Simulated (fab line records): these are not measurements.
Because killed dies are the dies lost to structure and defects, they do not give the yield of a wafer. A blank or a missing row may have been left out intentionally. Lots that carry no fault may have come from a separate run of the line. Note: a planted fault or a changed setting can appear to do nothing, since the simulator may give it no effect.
fab line records || flow nand_harc || part 2 of 2: steps 24 to 29 of 29
[record] {"lots": 5, "wafers": 15, "last_day": 25}
route steps=1159 shown A_STAIRCASE@555
lots that met no fault: taken from a fault-free run of the same line
start_h: start of the lot's first displayed wafer, in hours after the record's first day || wait_h: hours elapsed since this lot's preceding step || " same as the row above || L1.1+2: a row that stands for several wafers || - no value, or no start was given || * or withheld: withheld || < > ~ a bound
route shown NAME@n: a module of which the file shows steps, and the number in the route of the first || usual: average and standard deviation across the fault-free wafers || same: alike in all rows || chamber/n: place in a boat || sites: per-site readings || _std_site: standard deviation of those values || _edge_site: inner sites' mean taken away from outer sites' mean || radius_mm: for every site, how far away it sits from the centre of the wafer || mask NAME#n: copy n || behind: the tool/chamber that last shaped the wafer || hold: cause of the lot's hold/its duration in hours/its outcome || device: whichever transistor did not switch (one of n, p or np) || end of line: the route-end tests of the same wafers || a step with no rows: only its recipe || killed: the dies lost at the first sort to structure and to defects; this is not the yield of the wafer || map: the dies of a wafer, with x for killed, . for not killed, _ for no die there
set.NAME: the setting the step ran with; set.NAME@STEP: the setting that earlier step ran with || model.NAME: the simulator's own value behind a step, which no gauge read
lots seen at some steps along the route; tables by step, rows by wafer
services: from which hour (start_h, from the record's first day; less than 0 if before it) a tool's chamber was out of use, for how many hours, and why
[[steps]]
[step NHARC_A_STAIRCASE_TRIM_187]
[recipe] {"time_s": 211.2, "o2_flow_sccm": 500, "ar_flow_sccm": 0, "bias_w": 0, "chemistry": "O2"}
[usual] {"drypump_motor_current_A": "5.9/0.46", "oes_product_au": "0.999/0.0083", "rf_vpp_V": "57.6/0.82", "showerhead_plenum_p_Torr": "3.51/0.098", "throttle_valve_pct": "17.038/0.0093"}
{"lot.wafer": "L078.3", "tool": "rie_diel-10", "chamber": 1, "start_h": 260.96, "wait_h": 0.1, "drypump_motor_current_A": 6.7, "oes_product_au": 0.992, "rf_hours_counter_h": 28, "rf_vpp_V": 56.9, "showerhead_plenum_p_Torr": 3.43, "throttle_valve_pct": 17.053}
{"lot.wafer": "L078.2", "tool": "rie_diel-10", "chamber": 2, "start_h": 260.96, "wait_h": 0.1, "drypump_motor_current_A": 6.3, "oes_product_au": 1.005, "rf_hours_counter_h": 28, "rf_vpp_V": 58.7, "showerhead_plenum_p_Torr": 3.61, "throttle_valve_pct": 17.042}
{"lot.wafer": "L078.6", "tool": "rie_diel-10", "chamber": 2, "start_h": 260.96, "wait_h": 0.1, "drypump_motor_current_A": 6.2, "oes_product_au": 1.010, "rf_hours_counter_h": "-", "rf_vpp_V": 58.9, "showerhead_plenum_p_Torr": 3.61, "throttle_valve_pct": 17.046}
{"lot.wafer": "L085.4", "tool": "rie_diel-06", "chamber": 1, "start_h": 295.20, "wait_h": 0.1, "drypump_motor_current_A": 5.7, "oes_product_au": 1.009, "rf_hours_counter_h": 18, "rf_vpp_V": 57.4, "showerhead_plenum_p_Torr": 3.51, "throttle_valve_pct": 17.036}
{"lot.wafer": "L085.1", "tool": "rie_diel-06", "chamber": 0, "start_h": 295.20, "wait_h": 0.1, "drypump_motor_current_A": 6.2, "oes_product_au": 1.000, "rf_hours_counter_h": 19, "rf_vpp_V": 58.3, "showerhead_plenum_p_Torr": 3.59, "throttle_valve_pct": 17.041}
{"lot.wafer": "L085.5", "tool": "rie_diel-06", "chamber": 2, "start_h": 295.20, "wait_h": 0.1, "drypump_motor_current_A": 5.5, "oes_product_au": 0.995, "rf_hours_counter_h": "-", "rf_vpp_V": 58.7, "showerhead_plenum_p_Torr": 3.43, "throttle_valve_pct": 17.047}
{"lot.wafer": "L084.4", "tool": "rie_diel-05", "chamber": 1, "start_h": 299.73, "wait_h": 0.2, "drypump_motor_current_A": 5.3, "oes_product_au": 1.000, "rf_hours_counter_h": 41, "rf_vpp_V": 57.1, "showerhead_plenum_p_Torr": 3.37, "throttle_valve_pct": 17.019}
{"lot.wafer": "L084.2", "tool": "rie_diel-05", "chamber": 0, "start_h": 299.73, "wait_h": 0.2, "drypump_motor_current_A": 5.9, "oes_product_au": 0.990, "rf_hours_counter_h": 48, "rf_vpp_V": 57.1, "showerhead_plenum_p_Torr": 3.45, "throttle_valve_pct": 17.038}
{"lot.wafer": "L084.5", "tool": "rie_diel-05", "chamber": 2, "start_h": 299.73, "wait_h": 0.2, "drypump_motor_current_A": 6.7, "oes_product_au": 0.986, "rf_hours_counter_h": "-", "rf_vpp_V": 58.3, "showerhead_plenum_p_Torr": 3.67, "throttle_valve_pct": 17.039}
{"lot.wafer": "L087.1", "tool": "rie_diel-06", "chamber": 3, "start_h": 314.59, "wait_h": 0.1, "drypump_motor_current_A": 6.1, "oes_product_au": 0.999, "rf_hours_counter_h": 27, "rf_vpp_V": 58.8, "showerhead_plenum_p_Torr": 3.59, "throttle_valve_pct": 17.044}
{"lot.wafer": "L087.3", "tool": "rie_diel-06", "chamber": 1, "start_h": 314.59, "wait_h": 0.1, "drypump_motor_current_A": 5.7, "oes_product_au": 0.995, "rf_hours_counter_h": 25, "rf_vpp_V": 58.7, "showerhead_plenum_p_Torr": 3.51, "throttle_valve_pct": 17.026}
{"lot.wafer": "L087.6", "tool": "rie_diel-06", "chamber": 3, "start_h": 314.59, "wait_h": 0.1, "drypump_motor_current_A": 6.2, "oes_product_au": 1.003, "rf_hours_counter_h": "-", "rf_vpp_V": 58.6, "showerhead_plenum_p_Torr": 3.59, "throttle_valve_pct": 17.028}
{"lot.wafer": "L097.4", "tool": "rie_diel-05", "chamber": 0, "start_h": 390.36, "wait_h": 0.1, "drypump_motor_current_A": 5.8, "oes_product_au": 0.996, "rf_hours_counter_h": 18, "rf_vpp_V": 57.8, "showerhead_plenum_p_Torr": 3.43, "throttle_valve_pct": 17.032}
{"lot.wafer": "L097.1", "tool": "rie_diel-05", "chamber": 1, "start_h": 390.36, "wait_h": 0.1, "drypump_motor_current_A": 5.3, "oes_product_au": 0.996, "rf_hours_counter_h": 19, "rf_vpp_V": 58.0, "showerhead_plenum_p_Torr": 3.35, "throttle_valve_pct": 17.049}
{"lot.wafer": "L097.3", "tool": "rie_diel-05", "chamber": 3, "start_h": 390.36, "wait_h": 0.1, "drypump_motor_current_A": 5.7, "oes_product_au": 0.991, "rf_hours_counter_h": 18, "rf_vpp_V": 56.4, "showerhead_plenum_p_Torr": 3.38, "throttle_valve_pct": 17.034}
[step NHARC_A_STAIRCASE_ETCH_188]
[recipe] {"target_depth_a": 1000, "time_s": 40.5, "ion_energy_ev": 400, "c4f8_flow_sccm": 20, "o2_flow_sccm": 10, "ar_flow_sccm": "withheld", "rf_w": 600, "bias_w": 1000, "chemistry": "C4F8/O2"}
[usual] {"oes_product_au": "0.935/0.016", "rf_vpp_V": "895/3.5"}
{"lot.wafer": "L078.2", "tool": "rie_diel-10", "chamber": 3, "start_h": "-", "wait_h": "-", "oes_product_au": 0.920, "rf_hours_counter_h": 30, "rf_vpp_V": 890}
{"lot.wafer": "L078.3", "tool": "rie_diel-10", "chamber": 0, "start_h": "-", "wait_h": "-", "oes_product_au": 0.932, "rf_hours_counter_h": 29, "rf_vpp_V": 901}
{"lot.wafer": "L078.6", "tool": "rie_diel-10", "chamber": 2, "start_h": "-", "wait_h": "-", "oes_product_au": 0.932, "rf_hours_counter_h": "-", "rf_vpp_V": 899}
{"lot.wafer": "L085.1", "tool": "rie_diel-06", "chamber": 1, "start_h": "-", "wait_h": "-", "oes_product_au": 0.924, "rf_hours_counter_h": 18, "rf_vpp_V": 898}
{"lot.wafer": "L085.4", "tool": "rie_diel-06", "chamber": 3, "start_h": "-", "wait_h": "-", "oes_product_au": 0.926, "rf_hours_counter_h": 20, "rf_vpp_V": 898}
{"lot.wafer": "L085.5", "tool": "rie_diel-06", "chamber": 1, "start_h": "-", "wait_h": "-", "oes_product_au": 0.934, "rf_hours_counter_h": "-", "rf_vpp_V": 895}
{"lot.wafer": "L084.2", "tool": "rie_diel-05", "chamber": 0, "start_h": "-", "wait_h": "-", "oes_product_au": 0.921, "rf_hours_counter_h": 48, "rf_vpp_V": 892}
{"lot.wafer": "L084.4", "tool": "rie_diel-05", "chamber": 2, "start_h": "-", "wait_h": "-", "oes_product_au": 0.920, "rf_hours_counter_h": 43, "rf_vpp_V": 901}
{"lot.wafer": "L084.5", "tool": "rie_diel-05", "chamber": 0, "start_h": "-", "wait_h": "-", "oes_product_au": 0.924, "rf_hours_counter_h": "-", "rf_vpp_V": 894}
{"lot.wafer": "L087.3", "tool": "rie_diel-06", "chamber": 1, "start_h": "-", "wait_h": "-", "oes_product_au": 0.962, "rf_hours_counter_h": 25, "rf_vpp_V": 896}
{"lot.wafer": "L087.1", "tool": "rie_diel-06", "chamber": 2, "start_h": "-", "wait_h": "-", "oes_product_au": 0.952, "rf_hours_counter_h": 24, "rf_vpp_V": 892}
{"lot.wafer": "L087.6", "tool": "rie_diel-06", "chamber": 1, "start_h": "-", "wait_h": "-", "oes_product_au": 0.960, "rf_hours_counter_h": "-", "rf_vpp_V": 896}
{"lot.wafer": "L097.3", "tool": "rie_diel-05", "chamber": 3, "start_h": "-", "wait_h": "-", "oes_product_au": 0.956, "rf_hours_counter_h": 18, "rf_vpp_V": 891}
{"lot.wafer": "L097.4", "tool": "rie_diel-05", "chamber": 0, "start_h": "-", "wait_h": "-", "oes_product_au": 0.944, "rf_hours_counter_h": 18, "rf_vpp_V": 890}
{"lot.wafer": "L097.1", "tool": "rie_diel-05", "chamber": 1, "start_h": "-", "wait_h": "-", "oes_product_au": 0.942, "rf_hours_counter_h": 19, "rf_vpp_V": 888}
[step NHARC_A_STAIRCASE_TRIM_189]
[recipe] {"time_s": 211.2, "o2_flow_sccm": 500, "ar_flow_sccm": 0, "bias_w": 0, "chemistry": "O2"}
[usual] {"drypump_motor_current_A": "5.9/0.44", "oes_product_au": "0.997/0.011", "rf_vpp_V": "57.7/0.87", "showerhead_plenum_p_Torr": "3.50/0.096", "throttle_valve_pct": "17.036/0.0082"}
{"lot.wafer": "L078.3", "tool": "rie_diel-10", "chamber": 1, "start_h": "-", "wait_h": "-", "drypump_motor_current_A": 6.7, "oes_product_au": 0.988, "rf_hours_counter_h": 28, "rf_vpp_V": 56.0, "showerhead_plenum_p_Torr": 3.43, "throttle_valve_pct": 17.027}
{"lot.wafer": "L078.2", "tool": "rie_diel-10", "chamber": 3, "start_h": "-", "wait_h": "-", "drypump_motor_current_A": 5.2, "oes_product_au": 1.008, "rf_hours_counter_h": 30, "rf_vpp_V": 58.7, "showerhead_plenum_p_Torr": 3.40, "throttle_valve_pct": 17.031}
{"lot.wafer": "L078.6", "tool": "rie_diel-10", "chamber": 1, "start_h": "-", "wait_h": "-", "drypump_motor_current_A": 6.7, "oes_product_au": 0.995, "rf_hours_counter_h": "-", "rf_vpp_V": 57.0, "showerhead_plenum_p_Torr": 3.43, "throttle_valve_pct": 17.027}
{"lot.wafer": "L085.4", "tool": "rie_diel-06", "chamber": 3, "start_h": "-", "wait_h": "-", "drypump_motor_current_A": 6.1, "oes_product_au": 1.001, "rf_hours_counter_h": 20, "rf_vpp_V": 59.0, "showerhead_plenum_p_Torr": 3.60, "throttle_valve_pct": 17.043}
{"lot.wafer": "L085.1", "tool": "rie_diel-06", "chamber": 0, "start_h": "-", "wait_h": "-", "drypump_motor_current_A": 6.2, "oes_product_au": 0.994, "rf_hours_counter_h": 19, "rf_vpp_V": 59.9, "showerhead_plenum_p_Torr": 3.59, "throttle_valve_pct": 17.039}
{"lot.wafer": "L085.5", "tool": "rie_diel-06", "chamber": 3, "start_h": "-", "wait_h": "-", "drypump_motor_current_A": 6.2, "oes_product_au": 1.016, "rf_hours_counter_h": "-", "rf_vpp_V": 57.7, "showerhead_plenum_p_Torr": 3.60, "throttle_valve_pct": 17.049}
{"lot.wafer": "L084.4", "tool": "rie_diel-05", "chamber": 2, "start_h": "-", "wait_h": "-", "drypump_motor_current_A": 6.7, "oes_product_au": 0.990, "rf_hours_counter_h": 44, "rf_vpp_V": 57.3, "showerhead_plenum_p_Torr": 3.67, "throttle_valve_pct": 17.029}
{"lot.wafer": "L084.2", "tool": "rie_diel-05", "chamber": 0, "start_h": "-", "wait_h": "-", "drypump_motor_current_A": 5.9, "oes_product_au": 1.001, "rf_hours_counter_h": 48, "rf_vpp_V": 59.1, "showerhead_plenum_p_Torr": 3.45, "throttle_valve_pct": 17.043}
{"lot.wafer": "L084.5", "tool": "rie_diel-05", "chamber": 3, "start_h": "-", "wait_h": "-", "drypump_motor_current_A": 5.7, "oes_product_au": 0.982, "rf_hours_counter_h": "-", "rf_vpp_V": 58.2, "showerhead_plenum_p_Torr": 3.40, "throttle_valve_pct": 17.032}
{"lot.wafer": "L087.1", "tool": "rie_diel-06", "chamber": 0, "start_h": "-", "wait_h": "-", "drypump_motor_current_A": 6.2, "oes_product_au": 0.998, "rf_hours_counter_h": 27, "rf_vpp_V": 57.3, "showerhead_plenum_p_Torr": 3.59, "throttle_valve_pct": 17.036}
{"lot.wafer": "L087.3", "tool": "rie_diel-06", "chamber": 3, "start_h": "-", "wait_h": "-", "drypump_motor_current_A": 6.1, "oes_product_au": 1.020, "rf_hours_counter_h": 27, "rf_vpp_V": 56.9, "showerhead_plenum_p_Torr": 3.59, "throttle_valve_pct": 17.038}
{"lot.wafer": "L087.6", "tool": "rie_diel-06", "chamber": 0, "start_h": "-", "wait_h": "-", "drypump_motor_current_A": 6.2, "oes_product_au": 1.011, "rf_hours_counter_h": "-", "rf_vpp_V": 57.3, "showerhead_plenum_p_Torr": 3.59, "throttle_valve_pct": 17.043}
{"lot.wafer": "L097.3", "tool": "rie_diel-05", "chamber": 3, "start_h": "-", "wait_h": "-", "drypump_motor_current_A": 5.7, "oes_product_au": 0.987, "rf_hours_counter_h": 18, "rf_vpp_V": 57.1, "showerhead_plenum_p_Torr": 3.38, "throttle_valve_pct": 17.023}
{"lot.wafer": "L097.1", "tool": "rie_diel-05", "chamber": 1, "start_h": "-", "wait_h": "-", "drypump_motor_current_A": 5.3, "oes_product_au": 0.990, "rf_hours_counter_h": 19, "rf_vpp_V": 56.3, "showerhead_plenum_p_Torr": 3.35, "throttle_valve_pct": 17.045}
{"lot.wafer": "L097.4", "tool": "rie_diel-05", "chamber": 2, "start_h": "-", "wait_h": "-", "drypump_motor_current_A": 6.7, "oes_product_au": 1.011, "rf_hours_counter_h": 9, "rf_vpp_V": 58.0, "showerhead_plenum_p_Torr": 3.65, "throttle_valve_pct": 17.032}
[step NHARC_A_STAIRCASE_ETCH_190]
[recipe] {"target_depth_a": 1000, "time_s": 40.5, "ion_energy_ev": 400, "c4f8_flow_sccm": 20, "o2_flow_sccm": 10, "ar_flow_sccm": "withheld", "rf_w": 600, "bias_w": 1000, "chemistry": "C4F8/O2"}
[usual] {"oes_product_au": "0.939/0.012", "rf_vpp_V": "895/3.7"}
{"lot.wafer": "L078.3", "tool": "rie_diel-10", "chamber": 3, "start_h": "-", "wait_h": "-", "oes_product_au": 0.933, "rf_hours_counter_h": 30, "rf_vpp_V": 891}
{"lot.wafer": "L078.2", "tool": "rie_diel-10", "chamber": 0, "start_h": "-", "wait_h": "-", "oes_product_au": 0.937, "rf_hours_counter_h": 29, "rf_vpp_V": 900}
{"lot.wafer": "L078.6", "tool": "rie_diel-10", "chamber": 1, "start_h": "-", "wait_h": "-", "oes_product_au": 0.935, "rf_hours_counter_h": "-", "rf_vpp_V": 893}
{"lot.wafer": "L085.4", "tool": "rie_diel-06", "chamber": 1, "start_h": "-", "wait_h": "-", "oes_product_au": 0.967, "rf_hours_counter_h": 18, "rf_vpp_V": 896}
{"lot.wafer": "L085.1", "tool": "rie_diel-06", "chamber": 0, "start_h": "-", "wait_h": "-", "oes_product_au": 0.943, "rf_hours_counter_h": 20, "rf_vpp_V": 899}
{"lot.wafer": "L085.5", "tool": "rie_diel-06", "chamber": 2, "start_h": "-", "wait_h": "-", "oes_product_au": 0.944, "rf_hours_counter_h": "-", "rf_vpp_V": 893}
{"lot.wafer": "L084.2", "tool": "rie_diel-05", "chamber": 3, "start_h": "-", "wait_h": "-", "oes_product_au": 0.910, "rf_hours_counter_h": 47, "rf_vpp_V": 892}
{"lot.wafer": "L084.4", "tool": "rie_diel-05", "chamber": 0, "start_h": "-", "wait_h": "-", "oes_product_au": 0.932, "rf_hours_counter_h": 48, "rf_vpp_V": 893}
{"lot.wafer": "L084.5", "tool": "rie_diel-05", "chamber": 2, "start_h": "-", "wait_h": "-", "oes_product_au": 0.928, "rf_hours_counter_h": "-", "rf_vpp_V": 901}
{"lot.wafer": "L087.1", "tool": "rie_diel-06", "chamber": 2, "start_h": "-", "wait_h": "-", "oes_product_au": 0.947, "rf_hours_counter_h": 24, "rf_vpp_V": 892}
{"lot.wafer": "L087.3", "tool": "rie_diel-06", "chamber": 0, "start_h": "-", "wait_h": "-", "oes_product_au": 0.946, "rf_hours_counter_h": 27, "rf_vpp_V": 897}
{"lot.wafer": "L087.6", "tool": "rie_diel-06", "chamber": 3, "start_h": "-", "wait_h": "-", "oes_product_au": 0.955, "rf_hours_counter_h": "-", "rf_vpp_V": 900}
{"lot.wafer": "L097.4", "tool": "rie_diel-05", "chamber": 2, "start_h": "-", "wait_h": "-", "oes_product_au": 0.949, "rf_hours_counter_h": 9, "rf_vpp_V": 900}
{"lot.wafer": "L097.3", "tool": "rie_diel-05", "chamber": 3, "start_h": "-", "wait_h": "-", "oes_product_au": 0.947, "rf_hours_counter_h": 19, "rf_vpp_V": 891}
{"lot.wafer": "L097.1", "tool": "rie_diel-05", "chamber": 0, "start_h": "-", "wait_h": "-", "oes_product_au": 0.941, "rf_hours_counter_h": 18, "rf_vpp_V": 892}
[step NHARC_A_STAIRCASE_TRIM_191]
[recipe] {"time_s": 211.2, "o2_flow_sccm": 500, "ar_flow_sccm": 0, "bias_w": 0, "chemistry": "O2"}
[usual] {"drypump_motor_current_A": "5.9/0.45", "oes_product_au": "0.999/0.0099", "rf_vpp_V": "57.8/0.86", "showerhead_plenum_p_Torr": "3.51/0.097", "throttle_valve_pct": "17.036/0.0096"}
{"lot.wafer": "L078.3", "tool": "rie_diel-10", "chamber": 3, "start_h": "-", "wait_h": "-", "drypump_motor_current_A": 5.2, "oes_product_au": 0.991, "rf_hours_counter_h": 30, "rf_vpp_V": 57.5, "showerhead_plenum_p_Torr": 3.40, "throttle_valve_pct": 17.040}
{"lot.wafer": "L078.2", "tool": "rie_diel-10", "chamber": 0, "start_h": "-", "wait_h": "-", "drypump_motor_current_A": 5.5, "oes_product_au": 0.993, "rf_hours_counter_h": 29, "rf_vpp_V": 59.5, "showerhead_plenum_p_Torr": 3.64, "throttle_valve_pct": 17.035}
{"lot.wafer": "L078.6", "tool": "rie_diel-10", "chamber": 2, "start_h": "-", "wait_h": "-", "drypump_motor_current_A": 6.2, "oes_product_au": 1.009, "rf_hours_counter_h": "-", "rf_vpp_V": 59.3, "showerhead_plenum_p_Torr": 3.61, "throttle_valve_pct": 17.037}
{"lot.wafer": "L085.4", "tool": "rie_diel-06", "chamber": 2, "start_h": "-", "wait_h": "-", "drypump_motor_current_A": 5.4, "oes_product_au": 0.999, "rf_hours_counter_h": 18, "rf_vpp_V": 57.2, "showerhead_plenum_p_Torr": 3.44, "throttle_valve_pct": 17.026}
{"lot.wafer": "L085.1", "tool": "rie_diel-06", "chamber": 0, "start_h": "-", "wait_h": "-", "drypump_motor_current_A": 6.2, "oes_product_au": 1.005, "rf_hours_counter_h": 20, "rf_vpp_V": 57.7, "showerhead_plenum_p_Torr": 3.59, "throttle_valve_pct": 17.035}
{"lot.wafer": "L085.5", "tool": "rie_diel-06", "chamber": 2, "start_h": "-", "wait_h": "-", "drypump_motor_current_A": 5.4, "oes_product_au": 0.996, "rf_hours_counter_h": "-", "rf_vpp_V": 58.4, "showerhead_plenum_p_Torr": 3.43, "throttle_valve_pct": 17.037}
{"lot.wafer": "L084.4", "tool": "rie_diel-05", "chamber": 3, "start_h": "-", "wait_h": "-", "drypump_motor_current_A": 5.7, "oes_product_au": 0.983, "rf_hours_counter_h": 47, "rf_vpp_V": 57.4, "showerhead_plenum_p_Torr": 3.40, "throttle_valve_pct": 17.036}
{"lot.wafer": "L084.2", "tool": "rie_diel-05", "chamber": 2, "start_h": "-", "wait_h": "-", "drypump_motor_current_A": 6.7, "oes_product_au": 0.993, "rf_hours_counter_h": 44, "rf_vpp_V": 56.9, "showerhead_plenum_p_Torr": 3.67, "throttle_valve_pct": 17.043}
{"lot.wafer": "L084.5", "tool": "rie_diel-05", "chamber": 0, "start_h": "-", "wait_h": "-", "drypump_motor_current_A": 5.9, "oes_product_au": 0.998, "rf_hours_counter_h": "-", "rf_vpp_V": 56.8, "showerhead_plenum_p_Torr": 3.45, "throttle_valve_pct": 17.060}
{"lot.wafer": "L087.3", "tool": "rie_diel-06", "chamber": 3, "start_h": "-", "wait_h": "-", "drypump_motor_current_A": 6.1, "oes_product_au": 1.004, "rf_hours_counter_h": 27, "rf_vpp_V": 58.9, "showerhead_plenum_p_Torr": 3.59, "throttle_valve_pct": 17.043}
{"lot.wafer": "L087.1", "tool": "rie_diel-06", "chamber": 2, "start_h": "-", "wait_h": "-", "drypump_motor_current_A": 5.4, "oes_product_au": 1.005, "rf_hours_counter_h": 24, "rf_vpp_V": 58.7, "showerhead_plenum_p_Torr": 3.43, "throttle_valve_pct": 17.033}
{"lot.wafer": "L087.6", "tool": "rie_diel-06", "chamber": 0, "start_h": "-", "wait_h": "-", "drypump_motor_current_A": 6.2, "oes_product_au": 0.995, "rf_hours_counter_h": "-", "rf_vpp_V": 58.5, "showerhead_plenum_p_Torr": 3.59, "throttle_valve_pct": 17.036}
{"lot.wafer": "L097.3", "tool": "rie_diel-05", "chamber": 2, "start_h": "-", "wait_h": "-", "drypump_motor_current_A": 6.7, "oes_product_au": 1.013, "rf_hours_counter_h": 9, "rf_vpp_V": 57.2, "showerhead_plenum_p_Torr": 3.65, "throttle_valve_pct": 17.037}
{"lot.wafer": "L097.4", "tool": "rie_diel-05", "chamber": 3, "start_h": "-", "wait_h": "-", "drypump_motor_current_A": 5.7, "oes_product_au": 0.989, "rf_hours_counter_h": 19, "rf_vpp_V": 57.1, "showerhead_plenum_p_Torr": 3.38, "throttle_valve_pct": 17.039}
{"lot.wafer": "L097.1", "tool": "rie_diel-05", "chamber": 1, "start_h": "-", "wait_h": "-", "drypump_motor_current_A": 5.3, "oes_product_au": 1.009, "rf_hours_counter_h": 19, "rf_vpp_V": 59.7, "showerhead_plenum_p_Torr": 3.35, "throttle_valve_pct": 17.052}
[step NHARC_A_STAIRCASE_ETCH_192]
[recipe] {"target_depth_a": 1000, "time_s": 40.5, "ion_energy_ev": 400, "c4f8_flow_sccm": 20, "o2_flow_sccm": 10, "ar_flow_sccm": "withheld", "rf_w": 600, "bias_w": 1000, "chemistry": "C4F8/O2"}
[usual] {"oes_product_au": "0.938/0.01", "rf_vpp_V": "895/3.5"}
{"lot.wafer": "L078.2", "tool": "rie_diel-10", "chamber": 0, "start_h": "-", "wait_h": "-", "oes_product_au": 0.934, "rf_hours_counter_h": 30, "rf_vpp_V": 901}
{"lot.wafer": "L078.3", "tool": "rie_diel-10", "chamber": 1, "start_h": "-", "wait_h": "-", "oes_product_au": 0.936, "rf_hours_counter_h": 28, "rf_vpp_V": 892}
{"lot.wafer": "L078.6", "tool": "rie_diel-10", "chamber": 2, "start_h": "-", "wait_h": "-", "oes_product_au": 0.949, "rf_hours_counter_h": "-", "rf_vpp_V": 899}
{"lot.wafer": "L085.1", "tool": "rie_diel-06", "chamber": 0, "start_h": "-", "wait_h": "-", "oes_product_au": 0.940, "rf_hours_counter_h": 20, "rf_vpp_V": 899}
{"lot.wafer": "L085.4", "tool": "rie_diel-06", "chamber": 1, "start_h": "-", "wait_h": "-", "oes_product_au": 0.957, "rf_hours_counter_h": 18, "rf_vpp_V": 898}
{"lot.wafer": "L085.5", "tool": "rie_diel-06", "chamber": 0, "start_h": "-", "wait_h": "-", "oes_product_au": 0.951, "rf_hours_counter_h": "-", "rf_vpp_V": 900}
{"lot.wafer": "L084.2", "tool": "rie_diel-05", "chamber": 1, "start_h": "-", "wait_h": "-", "oes_product_au": 0.948, "rf_hours_counter_h": 42, "rf_vpp_V": 889}
{"lot.wafer": "L084.4", "tool": "rie_diel-05", "chamber": 2, "start_h": "-", "wait_h": "-", "oes_product_au": 0.931, "rf_hours_counter_h": 44, "rf_vpp_V": 901}
{"lot.wafer": "L084.5", "tool": "rie_diel-05", "chamber": 0, "start_h": "-", "wait_h": "-", "oes_product_au": 0.931, "rf_hours_counter_h": "-", "rf_vpp_V": 892}
{"lot.wafer": "L087.1", "tool": "rie_diel-06", "chamber": 2, "start_h": "-", "wait_h": "-", "oes_product_au": 0.941, "rf_hours_counter_h": 24, "rf_vpp_V": 892}
{"lot.wafer": "L087.3", "tool": "rie_diel-06", "chamber": 3, "start_h": "-", "wait_h": "-", "oes_product_au": 0.950, "rf_hours_counter_h": 27, "rf_vpp_V": 898}
{"lot.wafer": "L087.6", "tool": "rie_diel-06", "chamber": 0, "start_h": "-", "wait_h": "-", "oes_product_au": 0.937, "rf_hours_counter_h": "-", "rf_vpp_V": 897}
{"lot.wafer": "L097.3", "tool": "rie_diel-05", "chamber": 2, "start_h": "-", "wait_h": "-", "oes_product_au": 0.952, "rf_hours_counter_h": 10, "rf_vpp_V": 901}
{"lot.wafer": "L097.1", "tool": "rie_diel-05", "chamber": 3, "start_h": "-", "wait_h": "-", "oes_product_au": 0.927, "rf_hours_counter_h": 19, "rf_vpp_V": 890}
{"lot.wafer": "L097.4", "tool": "rie_diel-05", "chamber": 0, "start_h": "-", "wait_h": "-", "oes_product_au": 0.939, "rf_hours_counter_h": 18, "rf_vpp_V": 894}
[[services]]
{"tool": "rie_diel-05", "chamber": 3, "start_h": 238.63, "hours": 4.1, "kind": "repair"}
{"tool": "rie_diel-05", "chamber": 1, "start_h": 240.59, "hours": 11.9, "kind": "repair"}
{"tool": "rie_diel-06", "chamber": "-", "start_h": 241.24, "hours": 9.0, "kind": "pm"}
{"tool": "rie_diel-05", "chamber": 0, "start_h": 247.13, "hours": "-", "kind": "clean"}
{"tool": "rie_diel-05", "chamber": 2, "start_h": 247.13, "hours": "-", "kind": "clean"}
{"tool": "rie_diel-05", "chamber": 3, "start_h": 247.13, "hours": "-", "kind": "clean"}
{"tool": "krf_scanner-04", "chamber": "-", "start_h": 259.80, "hours": 0.3, "kind": "repair"}
{"tool": "krf_scanner-03", "chamber": "-", "start_h": 268.40, "hours": 1.3, "kind": "repair"}
{"tool": "plasma_asher-01", "chamber": "-", "start_h": 276.00, "hours": 9.0, "kind": "pm"}
{"tool": "rie_diel-05", "chamber": 0, "start_h": 278.79, "hours": 4.6, "kind": "repair"}
{"tool": "wet_bench-09", "chamber": "-", "start_h": 288.80, "hours": 8.0, "kind": "pm"}
{"tool": "krf_scanner-04", "chamber": "-", "start_h": 298.00, "hours": 4.0, "kind": "pm"}
{"tool": "wet_bench-04", "chamber": "-", "start_h": 339.20, "hours": 8.0, "kind": "pm"}
{"tool": "krf_scanner-03", "chamber": "-", "start_h": 340.00, "hours": 4.0, "kind": "pm"}
{"tool": "litho_track-02", "chamber": "-", "start_h": 340.01, "hours": 7.0, "kind": "pm"}
{"tool": "rie_diel-05", "chamber": "-", "start_h": 341.57, "hours": 9.0, "kind": "pm"}
{"tool": "rie_diel-10", "chamber": "-", "start_h": 353.50, "hours": 9.0, "kind": "pm"}
{"tool": "rie_diel-05", "chamber": 2, "start_h": 356.08, "hours": 19.8, "kind": "repair"}
{"tool": "plasma_asher-02", "chamber": "-", "start_h": 360.60, "hours": 9.0, "kind": "pm"}
{"tool": "litho_track-07", "chamber": "-", "start_h": 364.00, "hours": 7.0, "kind": "pm"}
{"tool": "krf_scanner-02", "chamber": "-", "start_h": 378.29, "hours": 0.7, "kind": "repair"}
{"tool": "krf_scanner-02", "chamber": "-", "start_h": 381.68, "hours": 0.1, "kind": "repair"}
{"tool": "krf_scanner-02", "chamber": "-", "start_h": 382.00, "hours": 4.0, "kind": "pm"}
{"tool": "litho_track-03", "chamber": "-", "start_h": 388.00, "hours": 7.0, "kind": "pm"}
